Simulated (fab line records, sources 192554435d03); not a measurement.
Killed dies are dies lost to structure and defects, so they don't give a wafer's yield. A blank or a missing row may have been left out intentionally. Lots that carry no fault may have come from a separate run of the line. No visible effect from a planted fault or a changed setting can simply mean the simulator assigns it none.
Chamber matching / flow n5-finfet / 4 sister chambers for N5_BEOL_M9_CMP_52 on cmp-02
The step polishes, stops on SiCOH lowk, t overpolish 7 s, target thk 140 nm. 4 wafers are shown with their chamber, then 7 later ones without.

== WAFERS PAIRED WITH THEIR CHAMBERS ==
wafer=L088.2; chamber=0; motor-current-A (A)=7.9
wafer=L088.4; chamber=1; motor-current-A (A)=6.4
wafer=L090.3; chamber=2; motor-current-A (A)=6.0
wafer=L090.4; chamber=3; motor-current-A (A)=5.7

== WAFERS WITHOUT THEIR CHAMBER ==
wafer=L090.6; motor-current-A (A)=6.1
wafer=L095.2; motor-current-A (A)=6.1
wafer=L095.5; motor-current-A (A)=6.5
wafer=L095.6; motor-current-A (A)=7.4
wafer=L094.3; motor-current-A (A)=5.9
wafer=L094.5; motor-current-A (A)=6.7
wafer=L094.6; motor-current-A (A)=7.3

== THE CHAMBER EACH PASSED THROUGH ==
wafer=L090.6; from the rows above=can't be placed: 2 or 1 or 3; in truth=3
wafer=L095.2; from the rows above=can't be placed: 2 or 1 or 3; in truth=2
wafer=L095.5; from the rows above=can't be placed: 1 or 2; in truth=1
wafer=L095.6; from the rows above=can't be placed: 0 or 1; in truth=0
wafer=L094.3; from the rows above=can't be placed: 2 or 3 or 1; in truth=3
wafer=L094.5; from the rows above=can't be placed: 1 or 2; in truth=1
wafer=L094.6; from the rows above=can't be placed: 0 or 1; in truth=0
Correctly placed: 0 of 7. From these rows, 7 cannot be placed; in 7 the true chamber is one of the candidates. Wrongly placed: 0.
How it was worked out, from the rows above alone: a wafer's distance from a chamber is the root of the sum, over the readings, of the square of ((its reading less the chamber's mean) divided by the reading's scatter). If the next closest chamber is less than 2 further off than the closest, the wafer can't be placed; otherwise it belongs to the closest. A chamber's mean is the mean of its shown wafers. The scatter: root of mean squared gap, hidden wafer to nearest shown wafer, with one shown wafer a chamber.
